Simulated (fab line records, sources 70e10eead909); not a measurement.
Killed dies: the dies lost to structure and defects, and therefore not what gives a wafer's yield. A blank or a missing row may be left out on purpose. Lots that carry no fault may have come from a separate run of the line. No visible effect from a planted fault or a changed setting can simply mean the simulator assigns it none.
Which tool is to blame?    flow nand-harc    11 lots with 33 wafers sampled at 5 steps, on a route of 1302 steps

== WHAT THE GAUGES READ, wafer by wafer ==
NHARC_END_SORT_01.
lot   measured      on         killed-at-array
L757  day 24 04:37  prober-02  24 18 15
L761  day 26 11:01  prober-01  103 81 86
L762  day 26 02:25  prober-02  53 46 49
L766  day 28 06:10  prober-01  55 37 58
L768  day 29 04:59  prober-02  60 52 60
L773  day 31 06:31  prober-02  44 34 35
L776  day 31 17:59  prober-02  27 57 26
L775  day 31 19:31  prober-01  55 43 44
L777  day 32 20:22  prober-01  52 66 52
L778  day 33 05:23  prober-02  25 32 25
L780  day 33 05:26  prober-01  56 55 42

== TOOL THAT RAN EACH LOT (tool first, then ch and the chambers of the sampled wafers, then the start) ==
lot   NHARC_A_STAIRCASE_TRIM_16                      NHARC_A_STAIRCASE_TRIM_18                      NHARC_A_STAIRCASE_TRIM_22                      NHARC_A_STAIRCASE_TRIM_24
L757  rie-diel-10 ch 0,2, day 15 22:24 or earlier    rie-diel-10 ch 0,2,3, day 15 22:24 or earlier  rie-diel-07 ch 0,2,3, day 15 22:24 or earlier  rie-diel-07 ch 0,2,3, day 15 22:24
L761  rie-diel-07 ch 1,2,3, day 17 13:11 or earlier  rie-diel-07 ch 0,2, day 17 13:11 or earlier    rie-diel-07 ch 0,2,3, day 17 13:11 or earlier  rie-diel-07 ch 0,1,3, day 17 13:11
L762  rie-diel-10 ch 1,2, day 17 17:05 or earlier    rie-diel-10 ch 0,2,3, day 17 17:05 or earlier  rie-diel-10 ch 1,2,3, day 17 17:05 or earlier  rie-diel-10 ch 0,1, day 17 17:05
L766  rie-diel-11 ch 1,2,3, day 19 14:40 or earlier  rie-diel-11 ch 0,2,3, day 19 14:40 or earlier  rie-diel-07 ch 0,1,3, day 19 14:40 or earlier  rie-diel-07 ch 1,2,3, day 19 14:40
L768  rie-diel-11 ch 2,3, day 20 03:35 or earlier    rie-diel-11 ch 0,1,3, day 20 03:35 or earlier  rie-diel-07 ch 0,2,3, day 20 03:35 or earlier  rie-diel-07 ch 0,2,3, day 20 03:35
L773  rie-diel-10 ch 0,1, day 22 13:49 or earlier    rie-diel-10 ch 0,1, day 22 13:49 or earlier    rie-diel-11 ch 0,1, day 22 13:49 or earlier    rie-diel-11 ch 2,3, day 22 13:49
L776  rie-diel-07 ch 0,1,3, day 23 06:51 or earlier  rie-diel-07 ch 0,1,3, day 23 06:51 or earlier  rie-diel-11 ch 0,1,3, day 23 06:51 or earlier  rie-diel-11 ch 2,3, day 23 06:51
L775  rie-diel-10 ch 0,1,2, day 23 06:53 or earlier  rie-diel-10 ch 0,3, day 23 06:53 or earlier    rie-diel-10 ch 0,1,3, day 23 06:53 or earlier  rie-diel-10 ch 0,1,2, day 23 06:53
L777  rie-diel-10 ch 0,3, day 23 18:05 or earlier    rie-diel-10 ch 0,1,3, day 23 18:05 or earlier  rie-diel-10 ch 0,2,3, day 23 18:05 or earlier  rie-diel-10 ch 1,3, day 23 18:05
L778  rie-diel-11 ch 1,3, day 24 11:31 or earlier    rie-diel-11 ch 2,3, day 24 11:31 or earlier    rie-diel-11 ch 0,1,3, day 24 11:31 or earlier  rie-diel-11 ch 0,2, day 24 11:31
L780  rie-diel-10 ch 0,1,3, day 25 01:38 or earlier  rie-diel-10 ch 1,3, day 25 01:38 or earlier    rie-diel-10 ch 0,3, day 25 01:38 or earlier    rie-diel-10 ch 0,2,3, day 25 01:38
- NHARC_A_STAIRCASE_TRIM_16: chemistry O2, time 211.2 s.
- NHARC_A_STAIRCASE_TRIM_18: chemistry O2, time 211.2 s.
- NHARC_A_STAIRCASE_TRIM_22: chemistry O2, time 211.2 s.
- NHARC_A_STAIRCASE_TRIM_24: chemistry O2, time 211.2 s.

== THE ANSWER, worked out from the rows above alone ==
Rule: usual is defined by the lots themselves. The widest of any qualifying gaps counts: lots, ordered by their means at a reading, are off when they make up no more than a third of the lots, leave a main group of 4 or more, and stand apart from it by 3 or more times the standard deviation of that group's means. A main group whose means are all the same, to the digits that the tables above print for the reading, isn't used. A lot without any number at a reading at which 4 lots or more have one is off too. All remaining lots with rows at the step are treated as sound.
Across all readings shown, no lot is off: no conclusion can be drawn from this.

== WHAT THE SIMULATOR HAD PUT IN ==
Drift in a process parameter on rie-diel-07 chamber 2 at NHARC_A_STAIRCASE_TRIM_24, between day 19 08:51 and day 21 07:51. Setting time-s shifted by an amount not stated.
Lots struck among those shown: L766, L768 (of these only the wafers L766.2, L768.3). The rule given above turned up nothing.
